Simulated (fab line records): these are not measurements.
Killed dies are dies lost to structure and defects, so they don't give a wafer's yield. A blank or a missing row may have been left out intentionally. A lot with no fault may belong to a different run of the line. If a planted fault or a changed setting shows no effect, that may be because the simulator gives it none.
Lot-split experiment / flow n5 finfet / route with 1938 steps; 7 lots, 21 wafers read

## THE SPLIT ITSELF
At N5_BEOL_M11_COAT_63 (time 60 s, resist thk 100 nm), the setting spin rpm was moved away from the recipe's 1500 rpm on 6 of the 21 wafers read, by -11.1% to +11.0%. For the rest of the wafers, this setting stayed at what the recipe calls for.

## FROM THE SPLIT TO THE READING: what the file shows between them, 10 steps
- N5_BEOL_M11_COAT_22: resist thk 90 nm (also split here: spin rpm)
- N5_BEOL_M11_EBR_24
- N5_BEOL_M11_SOFTBAKE_23: time 60 s
- N5_BEOL_M11_EXPOSE_25: exposes mask V10
- N5_BEOL_M11_PEB_26: peb time 60 s
- N5_BEOL_M11_DEVELOP_27: develop time 30 s
- N5_BEOL_M11_DESCUM_33: chemistry O2, time 7.9 s
- N5_BEOL_M11_ETCH_65: etches SiARC in CF4, target depth 39 nm, time 65 s
- N5_BEOL_M11_ETCH_66: etches SOC in N2/H2, target depth 120 nm, overetch 24 nm, time 180 s
- N5_BEOL_M11_STRIP_69: strips in N2/H2

## THE READING
SOC_of_BEOL_M11_COAT_63.thk nm (the simulator's own value, which no gauge read), in nm, at N5_BEOL_M11_VIA_ETCH_34 (etches SiCOH lowk in C4F6/O2, target depth 184.5 nm, time 69.2 s). The file gives no usual value for it. The 15 wafers here that ran the recipe average 92.0 nm, standard deviation 0.41 nm.

wafer=L078.3; tool, chamber at the split=litho track-03, 0; spin rpm as run, rpm=1500; against the recipe=recipe; SOC_of_BEOL_M11_COAT_63.thk nm, nm=91.8; against lot-mates on the recipe=-
wafer=L078.4; tool, chamber at the split=litho track-03, 0; spin rpm as run, rpm=1500; against the recipe=recipe; SOC_of_BEOL_M11_COAT_63.thk nm, nm=91.6; against lot-mates on the recipe=-
wafer=L078.6; tool, chamber at the split=litho track-03, 0; spin rpm as run, rpm=1348; against the recipe=-10.1%; SOC_of_BEOL_M11_COAT_63.thk nm, nm=97.4; against lot-mates on the recipe=+5.7
wafer=L085.2; tool, chamber at the split=litho track-05, 0; spin rpm as run, rpm=1500; against the recipe=recipe; SOC_of_BEOL_M11_COAT_63.thk nm, nm=92.6; against lot-mates on the recipe=-
wafer=L085.3; tool, chamber at the split=litho track-05, 0; spin rpm as run, rpm=1500; against the recipe=recipe; SOC_of_BEOL_M11_COAT_63.thk nm, nm=92.8; against lot-mates on the recipe=-
wafer=L085.5; tool, chamber at the split=litho track-05, 0; spin rpm as run, rpm=1500; against the recipe=recipe; SOC_of_BEOL_M11_COAT_63.thk nm, nm=92.4; against lot-mates on the recipe=-
wafer=L084.1; tool, chamber at the split=litho track-03, 0; spin rpm as run, rpm=1500; against the recipe=recipe; SOC_of_BEOL_M11_COAT_63.thk nm, nm=91.8; against lot-mates on the recipe=-
wafer=L084.3; tool, chamber at the split=litho track-03, 0; spin rpm as run, rpm=1500; against the recipe=recipe; SOC_of_BEOL_M11_COAT_63.thk nm, nm=92.2; against lot-mates on the recipe=-
wafer=L084.5; tool, chamber at the split=litho track-03, 0; spin rpm as run, rpm=1500; against the recipe=recipe; SOC_of_BEOL_M11_COAT_63.thk nm, nm=92; against lot-mates on the recipe=-
wafer=L087.1; tool, chamber at the split=litho track-05, 0; spin rpm as run, rpm=1500; against the recipe=recipe; SOC_of_BEOL_M11_COAT_63.thk nm, nm=92.4; against lot-mates on the recipe=-
wafer=L087.2; tool, chamber at the split=litho track-05, 0; spin rpm as run, rpm=1500; against the recipe=recipe; SOC_of_BEOL_M11_COAT_63.thk nm, nm=92.2; against lot-mates on the recipe=-
wafer=L087.6; tool, chamber at the split=litho track-05, 0; spin rpm as run, rpm=1500; against the recipe=recipe; SOC_of_BEOL_M11_COAT_63.thk nm, nm=91.8; against lot-mates on the recipe=-
wafer=L091.1; tool, chamber at the split=litho track-03, 0; spin rpm as run, rpm=1500; against the recipe=recipe; SOC_of_BEOL_M11_COAT_63.thk nm, nm=92; against lot-mates on the recipe=-
wafer=L091.3; tool, chamber at the split=litho track-03, 0; spin rpm as run, rpm=1665; against the recipe=+11.0%; SOC_of_BEOL_M11_COAT_63.thk nm, nm=86.6; against lot-mates on the recipe=-5.4
wafer=L091.5; tool, chamber at the split=litho track-03, 0; spin rpm as run, rpm=1665; against the recipe=+11.0%; SOC_of_BEOL_M11_COAT_63.thk nm, nm=87; against lot-mates on the recipe=-5.0
wafer=L096.1; tool, chamber at the split=litho track-05, 0; spin rpm as run, rpm=1333; against the recipe=-11.1%; SOC_of_BEOL_M11_COAT_63.thk nm, nm=98; against lot-mates on the recipe=+6.6
wafer=L096.4; tool, chamber at the split=litho track-05, 0; spin rpm as run, rpm=1500; against the recipe=recipe; SOC_of_BEOL_M11_COAT_63.thk nm, nm=91.2; against lot-mates on the recipe=-
wafer=L096.5; tool, chamber at the split=litho track-05, 0; spin rpm as run, rpm=1500; against the recipe=recipe; SOC_of_BEOL_M11_COAT_63.thk nm, nm=91.6; against lot-mates on the recipe=-
wafer=L097.1; tool, chamber at the split=litho track-03, 0; spin rpm as run, rpm=1500; against the recipe=recipe; SOC_of_BEOL_M11_COAT_63.thk nm, nm=92.2; against lot-mates on the recipe=-
wafer=L097.2; tool, chamber at the split=litho track-03, 0; spin rpm as run, rpm=1554; against the recipe=+3.6%; SOC_of_BEOL_M11_COAT_63.thk nm, nm=90.2; against lot-mates on the recipe=-2.0
wafer=L097.4; tool, chamber at the split=litho track-03, 0; spin rpm as run, rpm=1554; against the recipe=+3.6%; SOC_of_BEOL_M11_COAT_63.thk nm, nm=91; against lot-mates on the recipe=-1.2

THE FIT
A straight line over all 21 wafers: SOC_of_BEOL_M11_COAT_63.thk nm changes by -0.5 nm for each +1% of spin rpm; r = -0.99; the points scatter about the line by 0.42 nm.
The same after taking each lot's own level away (the mean of its wafers on the recipe; 21 wafers): -0.522 nm for each +1%; r = -0.99; scatter 0.32 nm.
According to that fit, moving spin rpm by its largest amount changes the reading by 5.8 nm.
The lots' own levels span 91.40 to 92.60 nm, that is 2.9 times the standard deviation above.
The two slopes are in agreement: the lot-to-lot level therefore moves the slope only a little.
Check: for one of the wafers moved furthest among these (-11.1%), held out of the fit, the line's prediction against its lot-mates is +5.65 nm. It came out at +6.6 nm against them.

## OTHER SPLITS APPLIED TO THESE WAFERS
These wafers also went through other splits before the reading. Each is held against what the fit with the lots' levels taken away leaves over:
other split on the same wafers=N5_BEOL_M9_ETCH_65 cf4 flow sccm; wafers away from the commonest value=7; r with SOC_of_BEOL_M11_COAT_63.thk nm (lot level and that fit taken away)=-0.19
other split on the same wafers=N5_BEOL_M10_VIA_ETCH_34 time s; wafers away from the commonest value=6; r with SOC_of_BEOL_M11_COAT_63.thk nm (lot level and that fit taken away)=+0.02
other split on the same wafers=N5_BEOL_M10_ETCH_41 source w; wafers away from the commonest value=7; r with SOC_of_BEOL_M11_COAT_63.thk nm (lot level and that fit taken away)=-0.06
other split on the same wafers=N5_BEOL_M11_COAT_22 spin rpm; wafers away from the commonest value=7; r with SOC_of_BEOL_M11_COAT_63.thk nm (lot level and that fit taken away)=-0.12

## THE WHOLE CHAIN: every reading that the file lists as answering this split, in the file's order
step=N5_BEOL_M11_COAT_63; what it does=time 60 s, resist thk 100 nm; reading=SOC_of_BEOL_M11_COAT_63.thk nm (the simulator's own value, which no gauge read); change (the file's fit)=-0.526 nm for each +1% of the setting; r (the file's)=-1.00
step=N5_BEOL_M11_ETCH_66; what it does=etches SOC in N2/H2, target depth 120 nm, overetch 24 nm, time 180 s; reading=etch.depth nm (the simulator's own value, which no gauge read); change (the file's fit)=-0.528 nm for each +1% of the setting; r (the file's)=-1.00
step=N5_BEOL_M11_VIA_ETCH_34; what it does=etches SiCOH lowk in C4F6/O2, target depth 184.5 nm, time 69.2 s; reading=SOC_of_BEOL_M11_COAT_63.thk nm (the simulator's own value, which no gauge read); change (the file's fit)=-0.539 nm for each +1% of the setting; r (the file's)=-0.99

## FILE'S OWN FIT
SOC_of_BEOL_M11_COAT_63.thk nm changes by -0.539 nm for each +1% of spin rpm, r = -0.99.
